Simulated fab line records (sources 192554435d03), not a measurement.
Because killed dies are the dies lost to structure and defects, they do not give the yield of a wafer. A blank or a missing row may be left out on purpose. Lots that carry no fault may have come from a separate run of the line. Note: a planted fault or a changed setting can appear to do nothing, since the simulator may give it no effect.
fab line records ; flow n5_finfet ; part 1 of 2: steps 1 to 21 of 30
record: lots: 5; wafers: 15; last_day: 18
route steps=1938 shown BEOL_M1@778
lots untouched by any fault: they come from a run of this same line in which no faults occurred
start_h: hours from the record's opening day to when the first of the lot's shown wafers began ; wait_h: how many hours have passed since the lot's step before this one ; " repeats the value in the row above ; L1.1+2: one row covering several wafers at once ; - no value, or no start was given ; * or withheld: withheld ; < > ~ a bound
route shown NAME@n: NAME is a module with steps in the file, n the number in the route of the first one ; usual: average and standard deviation across the fault-free wafers ; same: alike in all rows ; chamber/n: place in a boat ; sites: the reading at each site ; _std_site: how widely they spread, as a standard deviation ; _edge_site: the outer-site mean with the inner-site mean subtracted ; radius_mm: how far each site lies from the wafer's centre ; mask NAME#n: copy n ; behind: the last tool/chamber to shape the wafer ; hold: why the lot went on hold/how many hours it stayed there/how the hold came to an end ; device: the n, p or np transistor that did not switch ; end of line: at the end of the route, the tests of the same wafers ; a step given without rows: its recipe and nothing more ; killed: dies lost to structure and defects at the first sort, not the wafer's yield ; map: a wafer's dies, x killed, . not, _ none there
set.NAME: setting as actually run; set.NAME@STEP: the setting as run at that earlier step ; model.NAME: the simulator's own value behind a step, which no gauge read
lots at selected steps of the route; one table per step, one row per wafer
services: the hour from which a tool's chamber was out of use, counted from the record's first day as start_h (under 0 if before that day), plus the number of hours and why
== steps ==
step: N5_BEOL_M1_COAT_68
recipe: resist: SiARC; temp_c: 220; time_s: 60; spin_rpm: 1500; resist_thk_nm: 12
lot.wafer;tool;chamber;start_h;wait_h
L076.1+4+6;litho_track-03;0;-;-
L078.2+4+5;litho_track-01;0;-;-
L081.1+3+5;litho_track-03;0;-;-
L083.1+3+5;litho_track-05;0;-;-
L097.1+3+6;litho_track-01;0;-;-
step: N5_BEOL_M1_COAT_76
recipe: resist: underlayer; temp_c: 205; time_s: 60; spin_rpm: 1500; resist_thk_nm: 5
lot.wafer;tool;chamber;start_h;wait_h
L076.1+4+6;litho_track-03;0;-;-
L078.2+4+5;litho_track-01;0;-;-
L081.1+3+5;litho_track-03;0;-;-
L083.1+3+5;litho_track-05;0;-;-
L097.1+3+6;litho_track-01;0;-;-
step: N5_BEOL_M1_COAT_22
recipe: resist: CAR-EUV; spin_rpm: 1500; resist_thk_nm: 30
lot.wafer;tool;chamber;start_h;wait_h
L076.1+4+6;litho_track-03;0;-;-
L078.2+4+5;litho_track-01;0;-;-
L081.1+3+5;litho_track-03;0;-;-
L083.1+3+5;litho_track-05;0;-;-
L097.1+3+6;litho_track-01;0;-;-
step: N5_BEOL_M1_EBR_24
recipe: solvent: PGMEA; ebr_width_mm: 1.5
lot.wafer;tool;chamber;start_h;wait_h
L076.1+4+6;litho_track-03;0;-;-
L078.2+4+5;litho_track-01;0;-;-
L081.1+3+5;litho_track-03;0;-;-
L083.1+3+5;litho_track-05;0;-;-
L097.1+3+6;litho_track-01;0;-;-
step: N5_BEOL_M1_SOFTBAKE_23
recipe: temp_c: 110; time_s: 60; resist: CAR-EUV
lot.wafer;tool;chamber;start_h;wait_h
L076.1+4+6;litho_track-03;0;-;-
L078.2+4+5;litho_track-01;0;-;-
L081.1+3+5;litho_track-03;0;-;-
L083.1+3+5;litho_track-05;0;-;-
L097.1+3+6;litho_track-01;0;-;-
step: N5_BEOL_M1_EXPOSE_25
recipe: mask_id: V0; na: 0.33; source_shape: quasar; sigma_inner: 0.2; sigma_outer: 0.8; polarization: unpolarized; defocus_nm: 5; target_cd_nm: 24; dose_mj: 63
usual: exposure_dose_mJ_cm2: 63.01/0.063
lot.wafer;tool;chamber;start_h;wait_h;mask;exposure_dose_mJ_cm2
L076.1;euv_scanner-01;0;142.76;-;V0#0;63.05
L076.4;euv_scanner-01;0;142.76;-;V0#0;63.04
L076.6;euv_scanner-01;0;142.76;-;V0#0;63.05
L078.2;euv_scanner-02;0;149.18;-;V0#0;62.86
L078.4;euv_scanner-02;0;149.18;-;V0#0;62.92
L078.5;euv_scanner-02;0;149.18;-;V0#0;62.89
L081.1;euv_scanner-02;0;168.16;-;V0#0;63.08
L081.3;euv_scanner-02;0;168.16;-;V0#0;63.13
L081.5;euv_scanner-02;0;168.16;-;V0#0;63.06
L083.1;euv_scanner-02;0;180.49;-;V0#0;63.05
L083.3;euv_scanner-02;0;180.49;-;V0#0;63.00
L083.5;euv_scanner-02;0;180.49;-;V0#0;63.02
L097.1;euv_scanner-02;0;259.96;-;V0#0;63.02
L097.3;euv_scanner-02;0;259.96;-;V0#0;62.98
L097.6;euv_scanner-02;0;259.96;-;V0#0;62.97
step: N5_BEOL_M1_PEB_26
recipe: peb_temp_c: 100; peb_time_s: 60; resist: CAR-EUV
lot.wafer;tool;chamber;start_h;wait_h
L076.1+4+6;litho_track-01;0;142.84;0.1
L078.2+4+5;litho_track-01;0;149.25;0.1
L081.1+3+5;litho_track-01;0;168.24;0.1
L083.1+3+5;litho_track-01;0;180.57;0.1
L097.1+3+6;litho_track-03;0;260.04;0.1
step: N5_BEOL_M1_DEVELOP_27
recipe: develop_time_s: 30; developer: TMAH; resist: CAR-EUV; rinse_liquid: surfactant_rinse; dry: air_spin; dev_temp_c: 23
lot.wafer;tool;chamber;start_h;wait_h
L076.1+4+6;litho_track-01;0;-;-
L078.2+4+5;litho_track-01;0;-;-
L081.1+3+5;litho_track-01;0;-;-
L083.1+3+5;litho_track-01;0;-;-
L097.1+3+6;litho_track-03;0;-;-
step: N5_BEOL_M1_CD_MEAS_28
recipe: landing_energy_ev: 500; detector: se_inlens; target_cd_y_nm: 23.3
usual: cd_nm: 24.01/0.25
lot.wafer;tool;chamber;start_h;wait_h;cd_nm
L076.1;cd_sem-03;0;142.91;-;23.88
L076.4;cd_sem-03;0;142.91;-;24.15
L076.6;cd_sem-03;0;142.91;-;24.09
L078.2;cd_sem-02;0;149.32;-;23.84
L078.4;cd_sem-02;0;149.32;-;23.88
L078.5;cd_sem-02;0;149.32;-;24.08
L081.1;cd_sem-03;0;168.30;-;24.34
L081.3;cd_sem-03;0;168.30;-;24.57
L081.5;cd_sem-03;0;168.30;-;24.52
L083.1;cd_sem-03;0;180.63;-;23.84
L083.3;cd_sem-03;0;180.63;-;23.97
L083.5;cd_sem-03;0;180.63;-;24.14
L097.1;cd_sem-02;0;260.11;-;23.98
L097.3;cd_sem-02;0;260.11;-;23.82
L097.6;cd_sem-02;0;260.11;-;23.82
step: N5_BEOL_M1_OVL_MEAS_29
recipe: points_per_wafer: 522
usual: V0_OVL: 0.4/0.68
lot.wafer;tool;chamber;start_h;wait_h;V0_OVL[nm]
L076.1;overlay-02;0;142.94;0.0;-0.1
L076.4;overlay-02;0;142.94;0.0;-0.6
L076.6;overlay-02;0;142.94;0.0;0.3
L078.2;overlay-02;0;149.35;0.0;-0.9
L078.4;overlay-02;0;149.35;0.0;-2.1
L078.5;overlay-02;0;149.35;0.0;-0.6
L081.1;overlay-02;0;168.33;0.0;0.2
L081.3;overlay-02;0;168.33;0.0;0.2
L081.5;overlay-02;0;168.33;0.0;0.3
L083.1;overlay-02;0;180.66;0.0;0.5
L083.3;overlay-02;0;180.66;0.0;0.3
L083.5;overlay-02;0;180.66;0.0;0.1
L097.1;overlay-01;0;260.14;0.0;0.1
L097.3;overlay-01;0;260.14;0.0;0.1
L097.6;overlay-01;0;260.14;0.0;-0.9
step: N5_BEOL_M1_INSPECT_30
recipe: mode: adi; inspect_instrument: brightfield
usual: raw_defect_count: 413/94
lot.wafer;tool;chamber;start_h;wait_h;raw_defect_count
L076.1;defect_inspect-02;-;143.00;0.1;447
L076.4;defect_inspect-02;-;143.00;0.1;413
L076.6;defect_inspect-02;-;143.00;0.1;341
L078.2;defect_inspect-02;-;149.40;0.0;322
L078.4;defect_inspect-02;-;149.40;0.0;385
L078.5;defect_inspect-02;-;149.40;0.0;337
L081.1;defect_inspect-02;-;168.39;0.1;277
L081.3;defect_inspect-02;-;168.39;0.1;251
L081.5;defect_inspect-02;-;168.39;0.1;382
L083.1;defect_inspect-01;-;180.72;0.1;390
L083.3;defect_inspect-01;-;180.72;0.1;394
L083.5;defect_inspect-01;-;180.72;0.1;379
L097.1;defect_inspect-01;-;260.20;0.1;544
L097.3;defect_inspect-01;-;260.20;0.1;612
L097.6;defect_inspect-01;-;260.20;0.1;372
step: N5_BEOL_M1_DESCUM_33
recipe: chemistry: O2; time_s: 7; source_power_w: 50; bias_power_w: 20; pressure_mtorr: 20; rf_frequency_hz: 2.712e+07; temp_c: 40; resist: CAR-EUV; o2_flow_sccm: 225
usual: drypump_motor_current_A: 6.0/0.46; oes_product_au: 0.78/0.078; rf_vpp_V: 242.8/1.3; showerhead_plenum_p_Torr: 2.07/0.067; throttle_valve_pct: 20.53/0.15
lot.wafer;tool;chamber;start_h;wait_h;drypump_motor_current_A;oes_product_au;rf_hours_counter_h;rf_vpp_V;showerhead_plenum_p_Torr;throttle_valve_pct
L076.1;rie_diel-01;2;143.03;0.0;5.5;0.69;245;243.6;2.15;20.97
L076.4;rie_diel-01;0;143.03;0.0;5.9;0.79;118;244.3;2.11;20.50
L076.6;rie_diel-01;0;143.03;0.0;5.9;0.78;-;243.7;2.11;20.49
L078.2;rie_diel-02;1;149.44;0.0;5.9;0.82;90;241.6;2.04;20.42
L078.4;rie_diel-02;3;149.44;0.0;5.3;0.85;65;243.3;2.03;20.51
L078.5;rie_diel-02;1;149.44;0.0;5.9;0.82;-;242.5;2.04;20.40
L081.1;rie_diel-02;0;168.43;0.0;6.5;0.69;229;243.1;2.15;20.50
L081.3;rie_diel-02;1;168.43;0.0;5.9;0.81;95;242.3;2.04;20.44
L081.5;rie_diel-02;2;168.43;0.0;6.8;0.71;-;241.0;1.98;20.58
L083.1;rie_diel-02;2;180.76;0.0;6.7;0.71;217;241.7;1.98;20.58
L083.3;rie_diel-02;3;180.76;0.0;5.3;0.82;75;241.5;2.03;20.53
L083.5;rie_diel-02;1;180.76;0.0;5.8;0.81;-;242.7;2.03;20.43
L097.1;rie_diel-01;3;260.23;0.0;6.0;0.72;201;243.4;2.07;20.47
L097.3;rie_diel-01;1;260.23;0.0;6.3;0.86;59;242.4;2.04;20.62
L097.6;rie_diel-01;1;260.23;0.0;6.3;0.85;-;241.8;2.04;20.62
step: N5_BEOL_M1_ETCH_77
recipe: chemistry: N2/H2; target: underlayer; target_depth_a: 65; mask_material: CAR-EUV; time_s: 5.2; ion_energy_ev: 200; pressure_mtorr: 30; source_w: 840; bias_w: 150; n2_flow_sccm: 200; h2_flow_sccm: 200; ends: cleared
usual: drypump_motor_current_A: 6.0/0.46; etch_rf_on_time_s: 5.19/0.09; oes_product_au: 0.66/0.067; rf_vpp_V: 522.8/2.4; showerhead_plenum_p_Torr: 2.51/0.079; throttle_valve_pct: 17.95/0.15
lot.wafer;tool;chamber;start_h;wait_h;drypump_motor_current_A;etch_rf_on_time_s;oes_product_au;rf_hours_counter_h;rf_vpp_V;showerhead_plenum_p_Torr;throttle_valve_pct
L076.1;rie_diel-01;2;143.07;0.0;5.5;5.32;0.58;245;525.6;2.60;18.45
L076.4;rie_diel-01;0;143.07;0.0;5.9;5.21;0.67;118;522.8;2.56;17.89
L076.6;rie_diel-01;0;143.07;0.0;5.9;5.25;0.67;-;521.8;2.56;17.91
L078.2;rie_diel-02;1;149.47;0.0;5.9;5.05;0.70;90;519.7;2.47;17.85
L078.4;rie_diel-02;3;149.47;0.0;5.3;5.10;0.72;65;519.8;2.48;17.90
L078.5;rie_diel-02;1;149.47;0.0;5.9;5.11;0.69;-;520.2;2.47;17.86
L081.1;rie_diel-02;0;168.46;0.0;6.5;5.26;0.58;229;526.7;2.62;17.97
L081.3;rie_diel-02;1;168.46;0.0;5.9;5.19;0.69;95;523.7;2.47;17.86
L081.5;rie_diel-02;2;168.46;0.0;6.7;5.25;0.59;-;520.3;2.41;18.00
L083.1;rie_diel-02;2;180.79;0.0;6.8;5.28;0.61;217;519.7;2.41;18.00
L083.3;rie_diel-02;3;180.79;0.0;5.3;5.06;0.71;75;523.7;2.47;17.95
L083.5;rie_diel-02;1;180.79;0.0;5.9;5.13;0.69;-;522.4;2.46;17.86
L097.1;rie_diel-01;3;260.27;0.0;6.0;5.13;0.62;201;522.1;2.51;17.91
L097.3;rie_diel-01;1;260.27;0.0;6.3;5.08;0.74;59;523.2;2.47;17.92
L097.6;rie_diel-01;1;260.27;0.0;6.3;5.13;0.72;-;524.0;2.47;17.92
step: N5_BEOL_M1_ETCH_69
recipe: chemistry: CF4; target: SiARC; target_depth_a: 156; mask_material: CAR-EUV; time_s: 26; ion_energy_ev: 80; pressure_mtorr: 40; source_w: 545; bias_w: 36; Ar_flow_sccm: 100; cf4_flow_sccm: 100; ends: cleared
usual: drypump_motor_current_A: 6.0/0.46; etch_rf_on_time_s: 26.0/0.47; oes_product_au: 0.66/0.068; rf_vpp_V: 183.8/1.2; showerhead_plenum_p_Torr: 2.11/0.065; throttle_valve_pct: 15.70/0.15
lot.wafer;tool;chamber;start_h;wait_h;drypump_motor_current_A;etch_rf_on_time_s;oes_product_au;rf_hours_counter_h;rf_vpp_V;showerhead_plenum_p_Torr;throttle_valve_pct
L076.1;rie_diel-01;2;143.08;0.0;5.5;26.2;0.60;245;184.4;2.20;16.14
L076.4;rie_diel-01;0;143.08;0.0;5.9;25.8;0.68;118;184.3;2.15;15.65
L076.6;rie_diel-01;0;143.08;0.0;5.9;25.7;0.67;-;184.7;2.15;15.66
L078.2;rie_diel-02;1;149.49;0.0;5.9;25.4;0.70;90;183.1;2.08;15.54
L078.4;rie_diel-02;3;149.49;0.0;5.3;25.4;0.73;65;184.6;2.08;15.67
L078.5;rie_diel-02;1;149.49;0.0;5.9;25.3;0.70;-;183.4;2.08;15.54
L081.1;rie_diel-02;0;168.48;0.0;6.5;26.5;0.59;229;184.1;2.20;15.73
L081.3;rie_diel-02;1;168.48;0.0;5.9;25.5;0.69;95;183.3;2.08;15.56
L081.5;rie_diel-02;2;168.48;0.0;6.7;26.5;0.60;-;183.8;2.03;15.79
L083.1;rie_diel-02;2;180.81;0.0;6.7;26.2;0.60;217;181.4;2.03;15.79
L083.3;rie_diel-02;3;180.81;0.0;5.3;25.4;0.71;75;183.2;2.08;15.67
L083.5;rie_diel-02;1;180.81;0.0;5.9;25.5;0.68;-;182.9;2.08;15.55
L097.1;rie_diel-01;3;260.28;0.0;6.0;25.9;0.61;201;184.4;2.13;15.75
L097.3;rie_diel-01;1;260.28;0.0;6.3;25.4;0.73;59;184.6;2.09;15.77
L097.6;rie_diel-01;1;260.28;0.0;6.3;25.4;0.73;-;183.1;2.09;15.76
step: N5_BEOL_M1_ALD_98
recipe: material: SiO2; target_thk_a: 25; temp_c: 100; ald_precursor_family: BDEAS; ald_co_reactant: O2-plasma; pulse_time_s: 1; co_reactant_pulse_time_s: 1; purge_time_s: 2; co_reactant_purge_time_s: 2; ald_cycles: 17; pressure_torr: 2
usual: chamber_pressure_Torr: 2.000/0.0043; heater_power_w: 79/10; precursor_pulse_height_rel: 1.001/0.018
lot.wafer;tool;chamber;start_h;wait_h;chamber_pressure_Torr;heater_power_w;precursor_pulse_height_rel
L076.1;ald_sin-03;3;143.17;0.1;2.005;62;1.022
L076.4;ald_sin-03;1;143.17;0.1;2.004;91;1.021
L076.6;ald_sin-03;3;143.17;0.1;2.004;60;1.021
L078.2;ald_sin-03;0;149.57;0.1;1.997;81;0.981
L078.4;ald_sin-03;2;149.57;0.1;1.995;73;1.014
L078.5;ald_sin-03;1;149.57;0.1;1.997;92;1.006
L081.1;ald_sin-03;0;168.56;0.1;1.997;82;0.995
L081.3;ald_sin-03;3;168.56;0.1;2.004;63;0.970
L081.5;ald_sin-03;1;168.56;0.1;1.998;92;0.998
L083.1;ald_sin-03;0;181.79;1.0;1.995;83;0.953
L083.3;ald_sin-03;3;181.79;1.0;1.999;61;1.016
L083.5;ald_sin-03;3;181.79;1.0;2.001;62;0.974
L097.1;ald_sin-04;0;260.36;0.1;1.997;83;1.026
L097.3;ald_sin-04;1;260.36;0.1;1.998;72;1.025
L097.6;ald_sin-04;3;260.36;0.1;1.999;104;0.972
step: N5_BEOL_M1_ETCHBACK_99
recipe: chemistry: CHF3; target: SiO2; target_depth_a: 50; time_s: 10.4; source_w: 215; bias_w: 47; Ar_flow_sccm: 200; CHF3_flow_sccm: 12; ion_energy_ev: 100; pressure_mtorr: 30
usual: drypump_motor_current_A: 6.0/0.33; oes_product_au: 0.78/0.069; rf_vpp_V: 241.4/2.8; showerhead_plenum_p_Torr: 2.13/0.087; throttle_valve_pct: 17.12/0.25
lot.wafer;tool;chamber;start_h;wait_h;drypump_motor_current_A;oes_product_au;rf_hours_counter_h;rf_vpp_V;showerhead_plenum_p_Torr;throttle_valve_pct
L076.1;rie_diel-02;0;143.92;0.7;6.4;0.69;221;243.8;2.22;17.15
L076.4;rie_diel-02;3;143.92;0.7;5.3;0.84;63;239.8;2.09;17.13
L076.6;rie_diel-02;0;143.92;0.7;6.4;0.68;-;242.4;2.22;17.15
L078.2;rie_diel-02;2;159.40;9.8;6.7;0.71;211;242.3;2.04;17.24
L078.4;rie_diel-02;0;159.40;9.8;6.5;0.68;226;243.7;2.22;17.17
L078.5;rie_diel-02;0;159.40;9.8;6.5;0.68;-;242.2;2.22;17.17
L081.1;rie_diel-02;3;169.95;1.3;5.3;0.83;71;239.5;2.09;17.16
L081.3;rie_diel-02;1;169.95;1.3;5.9;0.81;96;238.8;2.09;17.01
L081.5;rie_diel-02;1;169.95;1.3;5.9;0.81;-;237.9;2.09;17.04
L083.1;rie_diel-03;0;183.79;2.0;5.8;0.82;69;243.4;2.17;17.14
L083.3;rie_diel-03;1;183.79;2.0;6.2;0.77;130;239.7;1.98;16.98
L083.5;rie_diel-03;2;183.79;2.0;5.9;0.70;-;243.1;2.14;17.48
L097.1;rie_diel-03;1;269.81;9.4;6.2;0.75;155;239.0;1.97;17.04
L097.3;rie_diel-03;3;269.81;9.4;5.6;0.81;76;245.7;2.27;16.62
L097.6;rie_diel-03;2;269.81;9.4;5.9;0.67;-;244.6;2.13;17.50
step: N5_BEOL_M1_ETCH_70
recipe: chemistry: N2/H2; target: SOC; target_depth_a: 800; overetch_a: 160; mask_material: SiARC; temp_c: 40; time_s: 120; ion_energy_ev: 200; pressure_mtorr: 30; source_w: 840; bias_w: 150; n2_flow_sccm: 200; h2_flow_sccm: 200
usual: drypump_motor_current_A: 6.0/0.34; oes_product_au: 0.60/0.049; rf_vpp_V: 523.4/2.9; showerhead_plenum_p_Torr: 2.52/0.1; throttle_valve_pct: 17.88/0.25
lot.wafer;tool;chamber;start_h;wait_h;drypump_motor_current_A;oes_product_au;rf_hours_counter_h;rf_vpp_V;showerhead_plenum_p_Torr;throttle_valve_pct
L076.1;rie_diel-02;0;143.96;0.0;6.5;0.54;221;526.4;2.62;17.91
L076.4;rie_diel-02;3;143.96;0.0;5.3;0.65;63;523.7;2.48;17.85
L076.6;rie_diel-02;0;143.96;0.0;6.5;0.53;-;525.7;2.62;17.90
L078.2;rie_diel-02;2;159.44;0.0;6.7;0.55;211;518.8;2.41;17.92
L078.4;rie_diel-02;0;159.44;0.0;6.5;0.53;226;525.7;2.62;17.93
L078.5;rie_diel-02;0;159.44;0.0;6.5;0.54;-;526.8;2.62;17.90
L081.1;rie_diel-02;3;169.99;0.0;5.3;0.64;71;522.5;2.47;17.87
L081.3;rie_diel-02;1;169.99;0.0;5.9;0.62;96;521.6;2.47;17.82
L081.5;rie_diel-02;1;169.99;0.0;5.9;0.61;-;520.0;2.47;17.81
L083.1;rie_diel-03;0;183.83;0.0;5.9;0.63;69;525.7;2.57;18.05
L083.3;rie_diel-03;1;183.83;0.0;6.2;0.60;130;518.3;2.35;17.80
L083.5;rie_diel-03;2;183.83;0.0;5.9;0.54;-;523.7;2.52;18.21
L097.1;rie_diel-03;1;269.85;0.0;6.2;0.59;155;519.3;2.34;17.83
L097.3;rie_diel-03;3;269.85;0.0;5.6;0.62;76;529.1;2.69;17.38
L097.6;rie_diel-03;2;269.85;0.0;5.9;0.53;-;524.2;2.51;18.21
step: N5_BEOL_M1_STRIP_71
recipe: chemistry: N2/H2; temp_c: 40; n2_flow_sccm: 200; h2_flow_sccm: 200; rf_frequency_hz: 6e+07
lot.wafer;tool;chamber;start_h;wait_h
L076.1+4+6;rie_diel-02;0,3,0;144.04;0.0
L078.2+4+5;rie_diel-02;2,0,0;159.52;0.0
L081.1+3+5;rie_diel-02;3,1,1;170.07;0.0
L083.1+3+5;rie_diel-03;0,1,2;183.91;0.0
L097.1+3+6;rie_diel-03;1,3,2;269.93;0.0
step: N5_BEOL_M1_STRIP_78
recipe: chemistry: N2/H2; temp_c: 40; n2_flow_sccm: 200; h2_flow_sccm: 200; rf_frequency_hz: 6e+07
lot.wafer;tool;chamber;start_h;wait_h
L076.1+4+6;rie_diel-02;0,3,0;144.05;0.0
L078.2+4+5;rie_diel-02;2,0,0;159.53;0.0
L081.1+3+5;rie_diel-02;3,1,1;170.08;0.0
L083.1+3+5;rie_diel-03;0,1,2;183.92;0.0
L097.1+3+6;rie_diel-03;1,3,2;269.94;0.0
step: N5_BEOL_M1_VIA_ETCH_34
recipe: chemistry: C4F6/O2; target_depth_a: 678; mask_material: SOC; pressure_mtorr: 15; ion_energy_ev: 250; taper_deg: 4; time_s: 64.4; source_w: 350; bias_w: 170; Ar_flow_sccm: 300; C4F6_flow_sccm: 10; O2_flow_sccm: 10
usual: drypump_motor_current_A: 6.0/0.34; oes_product_au: 0.78/0.068; rf_vpp_V: 667/7.2; showerhead_plenum_p_Torr: 2.81/0.11; throttle_valve_pct: 30.78/0.26
lot.wafer;tool;chamber;start_h;wait_h;drypump_motor_current_A;oes_product_au;rf_hours_counter_h;rf_vpp_V;showerhead_plenum_p_Torr;throttle_valve_pct
L076.1;rie_diel-02;0;144.06;0.0;6.5;0.69;221;674;2.92;30.70
L076.4;rie_diel-02;3;144.06;0.0;5.3;0.84;63;664;2.77;30.79
L076.6;rie_diel-02;0;144.06;0.0;6.5;0.69;-;673;2.92;30.71
L078.2;rie_diel-02;2;159.54;0.0;6.7;0.70;211;669;2.70;30.89
L078.4;rie_diel-02;0;159.54;0.0;6.5;0.68;226;673;2.92;30.69
L078.5;rie_diel-02;0;159.54;0.0;6.5;0.69;-;673;2.92;30.70
L081.1;rie_diel-02;3;170.09;0.0;5.3;0.83;71;665;2.76;30.79
L081.3;rie_diel-02;1;170.09;0.0;5.9;0.82;96;660;2.76;30.76
L081.5;rie_diel-02;1;170.09;0.0;5.9;0.81;-;659;2.76;30.76
L083.1;rie_diel-03;0;183.93;0.0;5.9;0.83;69;672;2.87;30.93
L083.3;rie_diel-03;1;183.93;0.0;6.2;0.77;130;660;2.62;30.59
L083.5;rie_diel-03;2;183.93;0.0;5.9;0.69;-;674;2.82;31.16
L097.1;rie_diel-03;1;269.95;0.0;6.2;0.75;155;661;2.61;30.64
L097.3;rie_diel-03;3;269.95;0.0;5.6;0.81;76;676;2.99;30.27
L097.6;rie_diel-03;2;269.95;0.0;5.9;0.68;-;672;2.81;31.18
step: N5_BEOL_M1_STRIP_83
recipe: chemistry: C4F6/O2; resist: SiARC; rf_frequency_hz: 6e+07
lot.wafer;tool;chamber;start_h;wait_h
L076.1+4+6;rie_diel-02;0,3,0;144.11;0.0
L078.2+4+5;rie_diel-02;2,0,0;159.59;0.0
L081.1+3+5;rie_diel-02;3,1,1;170.14;0.0
L083.1+3+5;rie_diel-03;0,1,2;183.98;0.0
L097.1+3+6;rie_diel-03;1,3,2;270.00;0.0
